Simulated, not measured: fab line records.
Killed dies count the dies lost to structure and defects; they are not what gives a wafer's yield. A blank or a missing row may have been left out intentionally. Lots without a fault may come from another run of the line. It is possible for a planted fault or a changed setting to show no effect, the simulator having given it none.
Which tool was responsible?	flow nandHarc	12 lots, 36 wafers sampled, at 5 steps of a route of 1302

WHAT THE GAUGES READ, wafer by wafer
NHARC_END_SORT_01. Usual: for defectLimitedYield, 91 % with a standard deviation of 3.5; for killedAtArray, 59 with a standard deviation of 24; for killedAtOther, 0.7 with a standard deviation of 1.2; for killedAtPeriphery, 3.5 with a standard deviation of 2.6; for killedDies, 63 with a standard deviation of 24; for killedOpen, 3.2 with a standard deviation of 2.1; for killedShort, 2.4 with a standard deviation of 1.5.
lot	measured	on	defectLimitedYield (%)	killedAtArray	killedAtOther	killedAtPeriphery	killedDies	killedOpen	killedShort	flag
L567	day 32 23:24	prober-02	76 76 76	65 71 73	95 91 88	2 2 3	162 164 164	6 3 3	1 0 4	OFF
L572	day 33 07:10	prober-01	84 84 83	10 17 20	95 91 95	3 0 2	108 108 117	0 3 1	2 0 2	OFF

WHAT TOOL EACH LOT RAN ON (gives the tool, then ch and the chambers of the sampled wafers, and finally the start)
lot	NHARC_THIN_TSV_DEP_43	NHARC_THIN_TSV_DESCUM_14	NHARC_THIN_TSV_ETCH_44	NHARC_THIN_TSV_CMP_21
L552	pecvd-01 ch 0,1, day 24 03:59	rieDiel-09 ch 0,2,3, day 24 04:57	rieDiel-09 ch 0,2,3, day 24 05:02	cmp-01 ch 1,2, day 24 09:05
L553	pecvd-01 ch 0,1,2, day 24 11:19	rieDiel-10 ch 2,3, day 24 12:14	rieDiel-10 ch 1,2, day 24 12:19	cmp-03 ch 0,1,2, day 24 16:29
L557	pecvd-01 ch 0,1,2, day 26 08:50	rieDiel-10 ch 0,1,2, day 26 09:43	rieDiel-10 ch 0,3, day 26 09:46	cmp-02 ch 1,2, day 26 13:57
L556	pecvd-01 ch 0,1, day 26 10:05	rieDiel-09 ch 0,1,2, day 26 11:00	rieDiel-09 ch 1,2, day 26 11:15	cmp-02 ch 0,3, day 26 15:22
L558	pecvd-02 ch 1,2, day 26 13:10	rieDiel-10 ch 0,1,2, day 26 14:07	rieDiel-10 ch 1,2,3, day 26 14:12	cmp-02 ch 0,1,3, day 26 18:30
L559	pecvd-01 ch 0,1, day 27 21:09	rieDiel-09 ch 1,2,3, day 27 22:01	rieDiel-09 ch 0,1,2, day 27 22:06	cmp-01 ch 0,1,2, day 28 02:09
L561	pecvd-03 ch 0,1, day 27 22:20	rieDiel-11 ch 0,1,2, day 27 23:13	rieDiel-11 ch 0,1,3, day 27 23:25	cmp-01 ch 2,3, day 28 03:25
L562	pecvd-03 ch 0,2, day 28 16:56	rieDiel-11 ch 1,2, day 28 17:49	rieDiel-11 ch 2,3, day 28 17:53	cmp-01 ch 0,1, day 28 21:57
L563	pecvd-01 ch 0,1,2, day 28 18:08	rieDiel-10 ch 0,1,2, day 28 19:00	rieDiel-10 ch 0,1,3, day 28 19:05	cmp-02 ch 0,2, day 28 23:11
L567	pecvd-01 ch 0,2, day 32 06:53	rieDiel-11 ch 0,2,3, day 32 07:41	rieDiel-11 ch 0,1,2, day 32 07:55	cmp-02 ch 0,3, day 32 11:52
L568	pecvd-02 ch 0,1, day 32 08:03	rieDiel-09 ch 1,3, day 32 08:57	rieDiel-09 ch 0,1,3, day 32 09:12	cmp-03 ch 0,1, day 32 13:12
L572	pecvd-01 ch 0,1, day 32 09:11	rieDiel-10 ch 0,2,3, day 32 10:12	rieDiel-10 ch 2,3, day 32 10:16	cmp-03 ch 2,3, day 32 14:20
- NHARC_THIN_TSV_DEP_43: deposits SiO2, target thk 1328.5 nm.
- NHARC_THIN_TSV_DESCUM_14: chemistry O2, time 3 s.
- NHARC_THIN_TSV_ETCH_44: etches the open film in CF4/O2, target depth 1594.2 nm, time 797.1 s.
- NHARC_THIN_TSV_CMP_21: polishes, t overpolish 30 s, target thk 2000 nm.

AS READ BY THE TOOLS THEMSELVES (means over the sampled wafers that have a number; for cases with no such wafer, the mark the record gives instead)
NHARC_THIN_TSV_DEP_43. Usual: throttleValvePct at 16.2 %, with a standard deviation of 0.43.
lot	tool	throttleValvePct (%)	flag
L552	pecvd-01	15.9	
L553	pecvd-01	16.1	
L557	pecvd-01	16.2	
L556	pecvd-01	16.1	
L558	pecvd-02	15.5	
L559	pecvd-01	16.1	
L561	pecvd-03	16.1	
L562	pecvd-03	16.1	
L563	pecvd-01	16.3	
L567	pecvd-01	16.5	
L568	pecvd-02	16.0	
L572	pecvd-01	16.2	

NHARC_THIN_TSV_DESCUM_14. Usual: drypumpMotorCurrentA 5.9 A, standard deviation 0.61; oesProductAu 0.995 a.u., standard deviation 0.0086; rfVppV 57.6 V, standard deviation 0.95; showerheadPlenumPTorr 1.92 Torr, standard deviation 0.075; throttleValvePct 11.310 %, standard deviation 0.0091.
lot	tool	drypumpMotorCurrentA (A)	oesProductAu (a.u.)	rfVppV (V)	showerheadPlenumPTorr (Torr)	throttleValvePct (%)	flag
L552	rieDiel-09	5.1	0.997	57.7	1.97	11.301	
L553	rieDiel-10	6.2	0.997	58.7	1.94	11.308	
L557	rieDiel-10	6.4	0.993	57.6	1.89	11.314	
L556	rieDiel-09	5.0	0.994	57.3	1.95	11.308	
L558	rieDiel-10	6.4	0.998	56.9	1.89	11.311	
L559	rieDiel-09	5.2	0.991	56.4	1.91	11.313	
L561	rieDiel-11	6.0	0.997	58.1	1.91	11.315	
L562	rieDiel-11	5.8	0.993	56.8	1.84	11.308	
L563	rieDiel-10	6.4	0.992	57.8	1.89	11.306	
L567	rieDiel-11	6.2	0.996	57.3	1.94	11.304	
L568	rieDiel-09	5.6	0.982	56.8	1.85	11.311	
L572	rieDiel-10	6.3	0.988	58.1	1.92	11.317	

NHARC_THIN_TSV_ETCH_44. Usual: drypumpMotorCurrentA 5.9 A, standard deviation 0.63; oesProductAu 0.996 a.u., standard deviation 0.0093; rfVppV 794 V, standard deviation 4.1; showerheadPlenumPTorr 1.83 Torr, standard deviation 0.065; throttleValvePct 16.914 %, standard deviation 0.0098.
lot	tool	drypumpMotorCurrentA (A)	oesProductAu (a.u.)	rfVppV (V)	showerheadPlenumPTorr (Torr)	throttleValvePct (%)	flag
L552	rieDiel-09	5.1	0.991	797	1.88	16.915	
L553	rieDiel-10	6.3	0.995	792	1.79	16.913	
L557	rieDiel-10	6.5	0.989	796	1.86	16.911	
L556	rieDiel-09	5.2	0.989	793	1.82	16.903	
L558	rieDiel-10	6.3	1.001	793	1.82	16.914	
L559	rieDiel-09	5.0	0.999	796	1.87	16.925	
L561	rieDiel-11	6.3	1.000	795	1.84	16.920	
L562	rieDiel-11	5.8	1.003	793	1.81	16.918	
L563	rieDiel-10	6.5	0.997	795	1.84	16.914	
L567	rieDiel-11	6.0	0.987	794	1.83	16.919	
L568	rieDiel-09	5.4	0.994	793	1.82	16.908	
L572	rieDiel-10	6.1	0.991	794	1.83	16.912	

NHARC_THIN_TSV_CMP_21. Usual: motorCurrentA 12.1 A, standard deviation 1.6; overpolishRunS 29.999 s, standard deviation 0.0086; slurryFlowMlMin 150.0, standard deviation 0.43.
lot	tool	motorCurrentA (A)	overpolishRunS (s)	slurryFlowMlMin	flag
L552	cmp-01	13.1	29.998	149.9	
L553	cmp-03	10.5	29.997	150.1	
L557	cmp-02	11.9	29.998	149.8	
L556	cmp-02	12.8	29.998	150.1	
L558	cmp-02	12.3	29.998	149.9	
L559	cmp-01	12.1	30.004	150.2	
L561	cmp-01	13.2	29.996	149.7	
L562	cmp-01	13.0	30.002	150.5	
L563	cmp-02	12.0	30.002	150.1	
L567	cmp-02	13.2	30.002	149.7	
L568	cmp-03	10.9	30.011	149.8	
L572	cmp-03	11.0	30.000	149.7	

THE ANSWER, worked out from the rows above alone
Rule: take the mean of a lot's wafers that have a number; if it is more than 3 standard deviations from the usual mean, the lot is off. Also off: a lot with no number at a reading for which 4 or more lots have one. Any other lot the step has rows for is counted as sound. The gauges are gone through in route order, then the tools' own readings, and for those a lot's mean is taken as printed above. The first step at which some lot is off is used, and at that step the reading that is off furthest; a lot without a number counts as furthest.
Off, at NHARC_END_SORT_01 on killedAtOther: L567, L572. Neither off nor sound, because the step has no rows for them: L552, L553, L557, L556, L558, L559, L561, L562, L563, L568.
If a tool, at a process step before that reading, ran all the lots that are off and no sound lot after the first of them, it fits. Gauges at NHARC_END_SORT_01: tried the same way as those tools. One fits: pecvd-01 at NHARC_THIN_TSV_DEP_43. It ran no sound lot before its first lot that is off in this sample, so the start can't be narrowed down.

WHAT HAD BEEN PUT IN BY THE SIMULATOR
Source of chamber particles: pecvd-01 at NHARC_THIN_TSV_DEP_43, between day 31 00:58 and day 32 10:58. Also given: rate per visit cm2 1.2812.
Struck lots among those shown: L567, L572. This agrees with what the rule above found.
